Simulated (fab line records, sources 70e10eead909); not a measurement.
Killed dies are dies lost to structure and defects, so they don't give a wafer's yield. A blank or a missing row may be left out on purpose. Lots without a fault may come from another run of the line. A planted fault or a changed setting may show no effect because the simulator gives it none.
Chamber matching | flow nand_harc | NHARC_A_CHANNEL_FILL_D2_CMP_10 on cmp-01: 4 sister chambers
The step polishes, target thk 150 nm. 8 wafers are shown with their chamber, then 10 later ones without.

WAFERS WITH THEIR CHAMBER
wafer  | chamber | motor_current_A (A) | time_to_endpoint_s (s)
L083.2 | 0       | 13.0                | 13.9
L084.6 | 0       | 13.4                | 16.9
L091.1 | 3       | 11.4                | 19.1
L092.1 | 1       | 13.5                | 16.9
L092.3 | 3       | 12.2                | 16.7
L092.4 | 2       | 13.2                | 17.3
L093.1 | 1       | 13.5                | 16.0
L093.2 | 2       | 11.5                | 17.1

WAFERS WITHOUT THEIR CHAMBER
wafer  | motor_current_A (A) | time_to_endpoint_s (s)
L093.4 | 11.6                | 16.4
L094.1 | 12.5                | 15.3
L094.2 | 13.7                | 14.2
L094.5 | 13.4                | 17.6
L095.3 | 13.2                | 15.8
L095.4 | 11.5                | 15.8
L095.6 | 12.9                | 17.7
L096.1 | 11.3                | 14.3
L096.2 | 13.2                | 16.5
L096.6 | 14.4                | 16.6

WHICH CHAMBER EACH WENT THROUGH
wafer  | from the rows above               | in truth
L093.4 | can't be placed: 3 or 2 or 0 or 1 | 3
L094.1 | can't be placed: 0 or 2 or 1 or 3 | 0
L094.2 | can't be placed: 0 or 1 or 2      | 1
L094.5 | can't be placed: 1 or 2 or 0 or 3 | 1
L095.3 | can't be placed: 0 or 1 or 2      | 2
L095.4 | can't be placed: 3 or 2 or 0 or 1 | 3
L095.6 | can't be placed: 2 or 1 or 3 or 0 | 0
L096.1 | can't be placed: 2 or 3 or 0 or 1 | 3
L096.2 | can't be placed: 1 or 0 or 2 or 3 | 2
L096.6 | can't be placed: 1 or 0 or 2      | 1
Placed correctly: 0 of 10. Can't be placed from these rows: 10 (the true chamber is among the candidates in 10). Placed wrongly: 0.
How it was worked out, from the rows above alone: a wafer's distance from a chamber is the root of the sum, over the readings, of the square of ((its reading less the chamber's mean) divided by the reading's scatter). The wafer belongs to the nearest chamber; if the next one is less than 2 further off, it can't be placed. A chamber's mean is the mean of its shown wafers. The scatter: the root of (the sum of the squares of (reading less its chamber's mean) over the shown wafers, divided by (wafers less chambers)).
